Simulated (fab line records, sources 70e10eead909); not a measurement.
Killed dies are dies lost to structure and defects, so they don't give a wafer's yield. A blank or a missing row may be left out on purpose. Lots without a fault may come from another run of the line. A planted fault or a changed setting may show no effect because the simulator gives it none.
Which tool did it? | flow nand_harc | 13 lots, 39 wafers sampled, at 5 steps of a route of 1302

WHAT THE GAUGES READ, wafer by wafer
NHARC_P_M0_CD_MEAS_09: target cd 90 nm.
lot  | measured     | on        | cd_nm (nm)
L504 | day 6 10:40  | cd_sem-01 | 90.5 91.5 90.6
L506 | day 7 04:46  | cd_sem-03 | 90.4 89.2 89.5
L507 | day 7 17:45  | cd_sem-03 | 89.4 89.9 89.7
L508 | day 8 03:13  | cd_sem-03 | 81.7 80.3 81.1
L511 | day 9 15:52  | cd_sem-03 | 88.9 89.7 90.0
L513 | day 10 12:02 | cd_sem-03 | 90.1 91.5 91.3
L514 | day 10 19:46 | cd_sem-03 | 89.1 90.5 91.9
L515 | day 11 03:21 | cd_sem-02 | 89.2 90.7 90.1
L519 | day 12 17:38 | cd_sem-03 | 90.6 91.7 90.2
L520 | day 13 02:45 | cd_sem-01 | 90.3 91.5 90.6
L523 | day 14 15:42 | cd_sem-03 | 89.7 90.1 89.7
L525 | day 15 11:08 | cd_sem-03 | 90.1 89.9 91.3
L526 | day 15 19:31 | cd_sem-01 | 89.4 90.5 89.9

WHICH TOOL RAN EACH LOT (tool, then ch and the chambers of the sampled wafers, then the start)
lot  | NHARC_P_CONTACT_DEP_30          | NHARC_P_CONTACT_DESCUM_17          | NHARC_P_CONTACT_ETCH_31                       | NHARC_P_M0_PEB_07
L504 | pecvd-02 ch 0,1, day 6 04:58    | rie_diel-11 ch 0,1, day 6 06:38    | rie_diel-11 ch 0,1,2, day 6 10:35 or earlier  | litho_track-04 ch 0, day 6 10:35
L506 | pecvd-02 ch 0,1,2, day 6 23:06  | rie_diel-11 ch 0,2,3, day 7 00:47  | rie_diel-11 ch 0,1,3, day 7 04:41 or earlier  | litho_track-01 ch 0, day 7 04:41
L507 | pecvd-02 ch 0,1, day 7 11:43    | rie_diel-01 ch 0,1,3, day 7 13:28  | rie_diel-01 ch 0,1,2, day 7 17:40 or earlier  | litho_track-06 ch 0, day 7 17:40
L508 | pecvd-01 ch 0,1, day 7 21:28    | rie_diel-06 ch 0,2, day 7 23:13    | rie_diel-06 ch 2,3, day 8 03:08 or earlier    | litho_track-01 ch 0, day 8 03:08
L511 | pecvd-02 ch 0,1,2, day 9 10:19  | rie_diel-06 ch 0,1,2, day 9 11:56  | rie_diel-06 ch 1,2,3, day 9 15:47 or earlier  | litho_track-06 ch 0, day 9 15:47
L513 | pecvd-02 ch 0,1,2, day 10 06:17 | rie_diel-11 ch 1,2,3, day 10 08:04 | rie_diel-11 ch 1,2,3, day 10 11:58 or earlier | litho_track-04 ch 0, day 10 11:58
L514 | pecvd-01 ch 0,1, day 10 14:04   | rie_diel-06 ch 1,2,3, day 10 15:49 | rie_diel-06 ch 0,1,2, day 10 19:41 or earlier | litho_track-04 ch 0, day 10 19:41
L515 | pecvd-01 ch 0,1, day 10 21:46   | rie_diel-11 ch 1,2, day 10 23:30   | rie_diel-11 ch 1,2,3, day 11 03:16 or earlier | litho_track-06 ch 0, day 11 03:16
L519 | pecvd-02 ch 1,2, day 12 11:25   | rie_diel-11 ch 2,3, day 12 13:01   | rie_diel-11 ch 0,2,3, day 12 17:33 or earlier | litho_track-04 ch 0, day 12 17:33
L520 | pecvd-02 ch 0,2, day 12 21:02   | rie_diel-11 ch 0,3, day 12 22:44   | rie_diel-11 ch 0,1,3, day 13 02:40 or earlier | litho_track-04 ch 0, day 13 02:40
L523 | pecvd-02 ch 0,1,2, day 14 10:07 | rie_diel-01 ch 0,1,2, day 14 11:44 | rie_diel-01 ch 0,1,3, day 14 15:37 or earlier | litho_track-06 ch 0, day 14 15:37
L525 | pecvd-02 ch 0,1,2, day 15 05:32 | rie_diel-01 ch 0,1,2, day 15 07:10 | rie_diel-01 ch 0,3, day 15 11:04 or earlier   | litho_track-06 ch 0, day 15 11:04
L526 | pecvd-04 ch 0,1,2, day 15 13:53 | rie_diel-06 ch 0,1,2, day 15 15:34 | rie_diel-06 ch 0,1, day 15 19:26 or earlier   | litho_track-04 ch 0, day 15 19:26
- NHARC_P_CONTACT_DEP_30: deposits SiNx, target thk 30 nm.
- NHARC_P_CONTACT_DESCUM_17: chemistry O2, time 3 s.
- NHARC_P_CONTACT_ETCH_31: etches the open film in CH3F/O2, target depth 30 nm, time 85.7 s.
- NHARC_P_M0_PEB_07: peb time 65 s.

WHAT THE TOOLS THEMSELVES READ (means of the sampled wafers that have a number; where no wafer has one, the mark that the record gives instead)
NHARC_P_CONTACT_DEP_30.
lot  | tool     | heater_power_outer_w (W) | heater_power_w (W) | rf_fwd_power_W (W)
L504 | pecvd-02 | 430                      | 693                | 448.0
L506 | pecvd-02 | 438                      | 717                | 449.4
L507 | pecvd-02 | 468                      | 727                | 450.0
L508 | pecvd-01 | 453                      | 741                | 450.0
L511 | pecvd-02 | 447                      | 723                | 447.7
L513 | pecvd-02 | 436                      | 699                | 449.4
L514 | pecvd-01 | 449                      | 729                | 448.3
L515 | pecvd-01 | 446                      | 723                | 449.1
L519 | pecvd-02 | 419                      | 687                | 448.9
L520 | pecvd-02 | 456                      | 739                | 449.9
L523 | pecvd-02 | 432                      | 706                | 447.9
L525 | pecvd-02 | 399                      | 662                | 448.9
L526 | pecvd-04 | 411                      | 688                | 448.9

NHARC_P_CONTACT_DESCUM_17.
lot  | tool        | drypump_motor_current_A (A) | oes_product_au (a.u.) | rf_vpp_V (V) | showerhead_plenum_p_Torr (Torr) | throttle_valve_pct (%)
L504 | rie_diel-11 | 6.1                         | 0.991                 | 58.0         | 1.83                            | 11.304
L506 | rie_diel-11 | 6.0                         | 1.000                 | 57.9         | 1.95                            | 11.315
L507 | rie_diel-01 | 5.7                         | 1.005                 | 57.7         | 1.89                            | 11.309
L508 | rie_diel-06 | 5.7                         | 0.984                 | 58.4         | 2.00                            | 11.312
L511 | rie_diel-06 | 5.5                         | 0.982                 | 58.3         | 1.97                            | 11.319
L513 | rie_diel-11 | 6.1                         | 0.998                 | 58.4         | 1.96                            | 11.310
L514 | rie_diel-06 | 5.8                         | 0.982                 | 58.7         | 1.94                            | 11.306
L515 | rie_diel-11 | 6.4                         | 1.005                 | 57.2         | 1.97                            | 11.312
L519 | rie_diel-11 | 6.2                         | 0.987                 | 58.2         | 2.02                            | 11.318
L520 | rie_diel-11 | 5.7                         | 0.996                 | 57.7         | 1.95                            | 11.310
L523 | rie_diel-01 | 5.8                         | 1.003                 | 58.3         | 1.91                            | 11.312
L525 | rie_diel-01 | 5.8                         | 1.010                 | 56.9         | 1.91                            | 11.311
L526 | rie_diel-06 | 5.5                         | 1.001                 | 59.1         | 1.97                            | 11.316

NHARC_P_CONTACT_ETCH_31.
lot  | tool        | drypump_motor_current_A (A) | oes_product_au (a.u.) | rf_fwd_power_W (W) | rf_vpp_V (V) | showerhead_plenum_p_Torr (Torr) | throttle_valve_pct (%)
L504 | rie_diel-11 | 6.2                         | 0.971                 | 496.6              | 244.7        | 2.43                            | 20.662
L506 | rie_diel-11 | 5.9                         | 0.979                 | 495.3              | 243.8        | 2.42                            | 20.660
L507 | rie_diel-01 | 5.8                         | 0.966                 | 496.4              | 244.7        | 2.45                            | 20.662
L508 | rie_diel-06 | 6.3                         | 0.958                 | 498.4              | 244.2        | 2.47                            | 20.671
L511 | rie_diel-06 | 5.8                         | 0.982                 | 497.9              | 245.5        | 2.49                            | 20.653
L513 | rie_diel-11 | 6.1                         | 0.963                 | 495.5              | 245.2        | 2.52                            | 20.659
L514 | rie_diel-06 | 5.5                         | 0.965                 | 497.4              | 245.1        | 2.53                            | 20.662
L515 | rie_diel-11 | 6.1                         | 0.981                 | 496.5              | 245.6        | 2.52                            | 20.659
L519 | rie_diel-11 | 6.0                         | 0.974                 | 494.7              | 243.8        | 2.50                            | 20.665
L520 | rie_diel-11 | 5.9                         | 0.988                 | 495.5              | 243.8        | 2.42                            | 20.662
L523 | rie_diel-01 | 5.7                         | 0.982                 | 497.6              | 243.5        | 2.43                            | 20.660
L525 | rie_diel-01 | 5.4                         | 0.981                 | 495.5              | 243.0        | 2.41                            | 20.664
L526 | rie_diel-06 | 5.3                         | 0.975                 | 498.3              | 244.4        | 2.48                            | 20.657

NHARC_P_M0_PEB_07.
lot  | tool           | heater_power_total_W (W) | plate_temp_C (C)
L504 | litho_track-04 | 156.3                    | 100.05
L506 | litho_track-01 | 156.5                    | 99.83
L507 | litho_track-06 | 156.9                    | 99.86
L508 | litho_track-01 | 151.4                    | 97.42
L511 | litho_track-06 | 156.3                    | 99.93
L513 | litho_track-04 | 156.6                    | 99.87
L514 | litho_track-04 | 156.6                    | 100.07
L515 | litho_track-06 | 156.8                    | 100.04
L519 | litho_track-04 | 156.5                    | 99.85
L520 | litho_track-04 | 156.3                    | 99.92
L523 | litho_track-06 | 156.0                    | 100.12
L525 | litho_track-06 | 157.0                    | 100.01
L526 | litho_track-04 | 156.6                    | 100.09

THE ANSWER, worked out from the rows above alone
Rule: what is usual is taken from the lots themselves. Put in order of their means at a reading, lots are off if they are a third of the lots or fewer, leave a main group of 4 or more, and stand apart from it by a gap of 3 or more times the standard deviation of the main group's means; of several such gaps the widest counts. A main group whose means are all the same, to the digits that the tables above print for the reading, isn't used. A lot without any number at a reading at which 4 lots or more have one is off too. The other lots that the step has rows for count as sound. The gauges are gone through in route order, then the tools' own readings, and for those a lot's mean is taken as printed above. The first step at which some lot is off is used, and at that step the reading that is off furthest; a lot without a number counts as furthest.
Off: L508, at NHARC_P_M0_CD_MEAS_09 (cd_nm). The main group: mean 90.3 nm, standard deviation 0.51.
A tool fits if, at a process step before that reading, it ran every lot that is off, and no sound lot after the first of them. The gauges at NHARC_P_M0_CD_MEAS_09 aren't tried: what is off there is off at NHARC_P_M0_PEB_07 too, on other tools, and a gauge's error can't cause that. NHARC_P_CONTACT_ETCH_31 gives no start for some lots, so the hours and the order of its lots are those of NHARC_P_M0_PEB_07. One fits: litho_track-01 at NHARC_P_M0_PEB_07. Its last sound lot is L506 (day 7 04:41), its first lot that is off L508 (day 8 03:08): a fault that began between those two fits.
The tool's own readings at NHARC_P_M0_PEB_07 bear it out: on the lots that are off they differ by more than 5 times the standard deviation of the sound lots' means. heater_power_total_W reads 151.4 W there against 156.5 W on the sound lots; plate_temp_C reads 97.42 C there against 99.97 C on the sound lots.

WHAT THE SIMULATOR HAD PUT IN
Process parameter drift: litho_track-01, from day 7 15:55 on, at NHARC_P_M0_PEB_07. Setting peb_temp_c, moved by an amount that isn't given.
Lots struck among those shown: L508. The rule above found the same.
